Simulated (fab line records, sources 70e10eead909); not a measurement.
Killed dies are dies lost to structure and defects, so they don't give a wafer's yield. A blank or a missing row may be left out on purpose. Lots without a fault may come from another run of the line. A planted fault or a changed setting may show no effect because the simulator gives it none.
Which tool did it? | flow nand_harc | 7 lots, 21 wafers sampled, at 4 steps of a route of 1159

WHAT THE GAUGES READ, wafer by wafer
NHARC_A_SGD_CUT_CD_MEAS_09: target cd 100 nm.
lot  | measured     | on        | cd_nm (nm)
L783 | day 14 20:09 | cd_sem-02 | 99.8 100.2 99.3
L787 | day 15 07:37 | cd_sem-03 | 100.7 99.6 100.9
L789 | day 16 09:19 | cd_sem-03 | - - -
L788 | day 16 11:04 | cd_sem-02 | 100.4 100.7 99.9
L792 | day 18 01:14 | cd_sem-01 | 100.7 101.1 101.1
L799 | day 19 13:41 | cd_sem-03 | 99.8 99.8 100.2
L801 | day 19 20:10 | cd_sem-03 | 100.1 100.2 99.9

WHICH TOOL RAN EACH LOT (tool, then ch and the chambers of the sampled wafers, then the start)
lot  | NHARC_A_STAIRCASE_ETCHBACK_422     | NHARC_A_STAIRCASE_CMP_472     | NHARC_A_SGD_CUT_PEB_07
L783 | rie_diel-13 ch 0,1,3, day 14 18:15 | cmp-03 ch 1,2,3, day 14 19:10 | litho_track-04 ch 0, day 14 20:04
L787 | rie_diel-13 ch 2,3, day 15 05:28   | cmp-04 ch 0,1,2, day 15 06:29 | litho_track-01 ch 0, day 15 07:32
L789 | rie_diel-04 ch 0,1,3, day 16 07:23 | cmp-02 ch 0,1,2, day 16 08:19 | litho_track-06, day 16 09:14
L788 | rie_diel-04 ch 1,2,3, day 16 09:01 | cmp-04 ch 0,2,3, day 16 09:56 | litho_track-01 ch 0, day 16 10:59
L792 | rie_diel-13 ch 0,2,3, day 17 23:10 | cmp-02 ch 0,2,3, day 18 00:06 | litho_track-01 ch 0, day 18 01:10
L799 | rie_diel-13 ch 0,2,3, day 19 11:17 | cmp-04 ch 0,1,3, day 19 12:32 | litho_track-04 ch 0, day 19 13:36
L801 | rie_diel-13 ch 0,2,3, day 19 17:59 | cmp-02 ch 1,2, day 19 18:59   | litho_track-06 ch 0, day 19 20:05
- NHARC_A_STAIRCASE_ETCHBACK_422: etches the open film in CH3F/O2, target depth 40 nm, time 74.286 s.
- NHARC_A_STAIRCASE_CMP_472: polishes SiO2.
- NHARC_A_SGD_CUT_PEB_07: peb time 65 s.

THE ANSWER, worked out from the rows above alone
Rule: what is usual is taken from the lots themselves. Put in order of their means at a reading, lots are off if they are a third of the lots or fewer, leave a main group of 4 or more, and stand apart from it by a gap of 3 or more times the standard deviation of the main group's means; of several such gaps the widest counts. A main group whose means are all the same, to the digits that the tables above print for the reading, isn't used. A lot without any number at a reading at which 4 lots or more have one is off too. The other lots that the step has rows for count as sound.
Off: L789, at NHARC_A_SGD_CUT_CD_MEAS_09 (cd_nm). Without a number there: L789. The main group: mean 100.2 nm, standard deviation 0.39.
A tool fits if, at a process step before that reading, it ran every lot that is off, and no sound lot after the first of them. The gauges at NHARC_A_SGD_CUT_CD_MEAS_09 are tried like those tools. None of those tried fits.

WHAT THE SIMULATOR HAD PUT IN
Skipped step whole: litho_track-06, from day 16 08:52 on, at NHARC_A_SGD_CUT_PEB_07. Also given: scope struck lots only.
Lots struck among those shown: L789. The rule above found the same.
